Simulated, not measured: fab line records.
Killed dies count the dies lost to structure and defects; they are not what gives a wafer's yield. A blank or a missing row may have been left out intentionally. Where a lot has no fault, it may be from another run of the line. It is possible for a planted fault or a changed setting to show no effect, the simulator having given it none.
Chamber matching -- flow n5 finfet -- 4 sister chambers for N5_FIN_SAQP_ETCH_67 on rie diel-04
The step etches SiNx in CH3F/O2, target depth 30 nm. 7 wafers are shown with their chamber, then 9 later ones without.

## EACH WAFER AND ITS CHAMBER
wafer,chamber,throttle valve pct (%),showerhead plenum p Torr (Torr)
L079.2,0,16.76,2.00
L086.2,3,16.11,1.91
L086.5,1,16.28,1.98
L086.6,2,16.69,1.90
L088.1,2,16.70,1.89
L088.3,1,16.29,1.98
L088.4,3,16.12,1.91

## WAFERS WITH NO CHAMBER GIVEN
wafer,throttle valve pct (%),showerhead plenum p Torr (Torr)
L089.1,16.71,1.89
L089.3,16.29,1.98
L089.6,16.72,1.89
L091.1,16.32,1.98
L091.5,16.82,1.99
L091.6,16.30,1.98
L092.1,16.79,1.99
L092.2,16.13,1.91
L092.3,16.32,1.98

## CHAMBER TAKEN BY EACH
wafer,from the rows above,in truth
L089.1,2,2
L089.3,1,1
L089.6,2,2
L091.1,1,1
L091.5,0,0
L091.6,1,1
L092.1,0,0
L092.2,3,3
L092.3,1,1
9 of 9 placed correctly. From these rows, 0 cannot be placed. 0 placed wrongly.
How it was worked out, from the rows above alone: a wafer's distance from a chamber is the root of the sum, over the readings, of the square of ((its reading less the chamber's mean) divided by the reading's scatter). The wafer belongs to the nearest chamber; if the next one is less than 2 further off, it can't be placed. The mean given for a chamber averages the wafers shown for that chamber. The scatter: take each reading less its chamber's mean, square it, sum over the shown wafers, divide by the number of wafers less the number of chambers, and take the root.
